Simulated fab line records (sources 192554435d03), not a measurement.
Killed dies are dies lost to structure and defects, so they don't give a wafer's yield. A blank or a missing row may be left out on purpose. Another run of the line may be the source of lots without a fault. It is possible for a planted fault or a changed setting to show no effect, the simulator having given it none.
Matching of chambers -- flow n5_finfet -- 4 sister chambers for N5_BEOL_M1_ETCH_70 on rie_diel-01
The step etches SOC in N2/H2, target depth 80 nm, overetch 16 nm, time 120 s. 24 wafers are shown with their chamber, then 12 later ones without.

EACH WAFER AND ITS CHAMBER
wafer,chamber,throttle_valve_pct (%),showerhead_plenum_p_Torr (Torr),drypump_motor_current_A (A)
L076.1,3,17.81,2.58,5.15
L076.2,0,17.83,2.44,5.42
L076.4,2,18.18,2.61,5.74
L079.1,3,17.80,2.58,5.14
L079.4,2,18.17,2.61,5.78
L079.6,3,17.82,2.58,5.17
L081.3,0,17.85,2.43,5.43
L081.4,3,17.84,2.57,5.15
L081.5,2,18.19,2.60,5.73
L082.1,0,17.88,2.43,5.41
L082.2,2,18.20,2.60,5.74
L082.6,2,18.19,2.60,5.73
L083.2,3,17.82,2.57,5.17
L083.4,3,17.82,2.57,5.16
L083.6,0,17.84,2.43,5.41
L084.1,2,18.19,2.60,5.77
L084.2,0,17.86,2.43,5.41
L084.6,1,17.30,2.61,5.49
L088.1,0,17.86,2.43,5.44
L088.4,3,17.87,2.57,5.14
L088.5,3,17.86,2.57,5.13
L091.1,2,18.22,2.60,5.76
L091.4,0,17.87,2.43,5.42
L091.5,2,18.22,2.60,5.76

SIGNATURES, as means of the wafers listed above
reading,chamber 0,chamber 1,chamber 2,chamber 3,scatter within a chamber
throttle_valve_pct,17.8557,17.3000,18.1950,17.8300,0.0202
showerhead_plenum_p_Torr,2.4314,2.6100,2.6025,2.5737,0.0046
drypump_motor_current_A,5.4200,5.4900,5.7512,5.1513,0.0155
Rule: a wafer's distance from a chamber is the root of the sum, over the readings, of the square of ((its reading less the chamber's mean) divided by the reading's scatter). The wafer belongs to the nearest chamber; if the next one is less than 2 further off, it can't be placed. The scatter: the root of (the sum of the squares of (reading less its chamber's mean) over the shown wafers, divided by (wafers less chambers)).

WAFERS WITHOUT THEIR CHAMBER
wafer,throttle_valve_pct (%),showerhead_plenum_p_Torr (Torr),drypump_motor_current_A (A)
L092.2,17.89,2.43,5.42
L092.4,17.85,2.57,5.15
L092.6,17.90,2.43,5.42
L093.1,17.91,2.43,5.44
L093.4,18.22,2.60,5.74
L093.6,17.89,2.43,5.45
L095.3,17.35,2.60,5.45
L095.5,17.79,2.59,5.79
L095.6,17.86,2.56,5.17
L096.1,17.92,2.42,5.42
L096.4,17.85,2.56,5.17
L096.6,17.34,2.60,5.50

WHICH CHAMBER EACH WENT THROUGH
wafer,from the rows above,in truth
L092.2,0,0
L092.4,3,3
L092.6,0,0
L093.1,0,0
L093.4,2,2
L093.6,0,0
L095.3,1,1
L095.5,2,2
L095.6,3,3
L096.1,0,0
L096.4,3,3
L096.6,1,1
Placed correctly: 12 of 12. From these rows, 0 cannot be placed. Wrongly placed: 0.
